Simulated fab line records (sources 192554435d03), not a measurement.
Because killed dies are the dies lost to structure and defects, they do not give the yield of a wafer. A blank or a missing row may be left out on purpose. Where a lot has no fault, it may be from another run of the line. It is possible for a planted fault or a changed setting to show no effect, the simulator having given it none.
Matching of chambers -- flow n5_finfet -- N5_FIN_SAQP_PECVD_48 on pecvd-02 has 3 sister chambers
The step deposits SiNx from SiH4/NH3/N2, target thk 25 nm, time 22.1 s. 14 wafers are shown with their chamber, then 7 later ones without.

## WAFERS, EACH WITH ITS CHAMBER
wafer,chamber,showerhead_plenum_p_Torr (Torr),throttle_valve_pct (%),heater_power_w (W)
L081.1,2,5.21,39.8,559
L081.2,0,5.20,40.5,702
L081.5,1,5.11,39.7,721
L083.2,0,5.21,40.8,607
L083.4,0,5.21,40.4,630
L083.6,1,5.10,39.6,645
L086.2,0,5.20,40.9,733
L086.3,1,5.10,39.3,605
L086.5,2,5.20,40.0,613
L088.2,1,5.12,39.4,686
L088.4,2,5.20,39.8,617
L088.5,1,5.11,39.6,698
L089.1,0,5.21,40.6,716
L089.5,2,5.19,39.9,598

SIGNATURES (means of the wafers above)
reading,chamber 0,chamber 1,chamber 2,scatter within a chamber
showerhead_plenum_p_Torr,5.2060,5.1080,5.2000,0.00739
throttle_valve_pct,40.640,39.520,39.875,0.167
heater_power_w,677.60,671.00,596.75,45.7
Rule: distance of a wafer from a chamber = root of the sum over the readings of ((wafer's reading minus chamber's mean) / reading's scatter) squared. If the next closest chamber is less than 2 further off than the closest, the wafer can't be placed; otherwise it belongs to the closest. The scatter: take each reading less its chamber's mean, square it, sum over the shown wafers, divide by the number of wafers less the number of chambers, and take the root.

## WAFERS WITH NO CHAMBER GIVEN
wafer,showerhead_plenum_p_Torr (Torr),throttle_valve_pct (%),heater_power_w (W)
L089.6,5.20,40.8,717
L093.1,5.21,39.7,553
L093.4,5.09,39.6,647
L093.6,5.22,41.0,620
L096.1,5.21,41.1,670
L096.4,5.20,39.7,575
L096.5,5.20,41.1,679

## THE CHAMBER EACH PASSED THROUGH
wafer,from the rows above,in truth
L089.6,0,0
L093.1,2,2
L093.4,1,1
L093.6,0,0
L096.1,0,0
L096.4,2,2
L096.5,0,0
Correctly placed: 7 of 7. Can't be placed from these rows: 0. Placed wrongly: 0.
